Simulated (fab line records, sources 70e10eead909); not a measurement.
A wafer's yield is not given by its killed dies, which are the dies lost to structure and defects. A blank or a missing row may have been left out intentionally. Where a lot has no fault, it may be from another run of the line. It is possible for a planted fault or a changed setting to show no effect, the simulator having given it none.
Chamber matching -- flow nand harc -- NHARC_P_M0_DESCUM_14 on rie diel-11 has 4 sister chambers
The step chemistry O2, time 3 s. 8 wafers are shown with their chamber, then 6 later ones without.

## EACH WAFER AND ITS CHAMBER
wafer,chamber,showerhead plenum p Torr (Torr),oes product au (a.u.)
L084.2,2,1.98,1.016
L085.3,0,1.99,1.013
L085.4,1,2.01,1.000
L092.1,0,1.99,1.008
L092.4,1,2.01,0.995
L092.6,3,1.91,1.000
L094.3,3,1.90,0.997
L094.4,2,1.97,1.006

## WAFERS WITHOUT THEIR CHAMBER
wafer,showerhead plenum p Torr (Torr),oes product au (a.u.)
L094.6,1.90,0.996
L097.3,1.98,1.009
L097.4,2.00,1.000
L097.6,2.00,1.014
L096.2,1.90,1.000
L096.6,2.00,0.997

## EACH ONE'S CHAMBER
wafer,from the rows above,in truth
L094.6,3,3
L097.3,can't be placed: 2 or 0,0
L097.4,can't be placed: 1 or 0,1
L097.6,0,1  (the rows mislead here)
L096.2,3,3
L096.6,can't be placed: 1 or 0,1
Placed correctly: 2 of 6. Can't be placed from these rows: 3 (the true chamber is among the candidates in 3). 1 placed wrongly.
How it was worked out, from the rows above alone: a wafer's distance from a chamber is the root of the sum, over the readings, of the square of ((its reading less the chamber's mean) divided by the reading's scatter). The wafer belongs to the nearest chamber; if the next one is less than 2 further off, it can't be placed. The mean given for a chamber averages the wafers shown for that chamber. The scatter: the root of (the sum of the squares of (reading less its chamber's mean) over the shown wafers, divided by (wafers less chambers)).
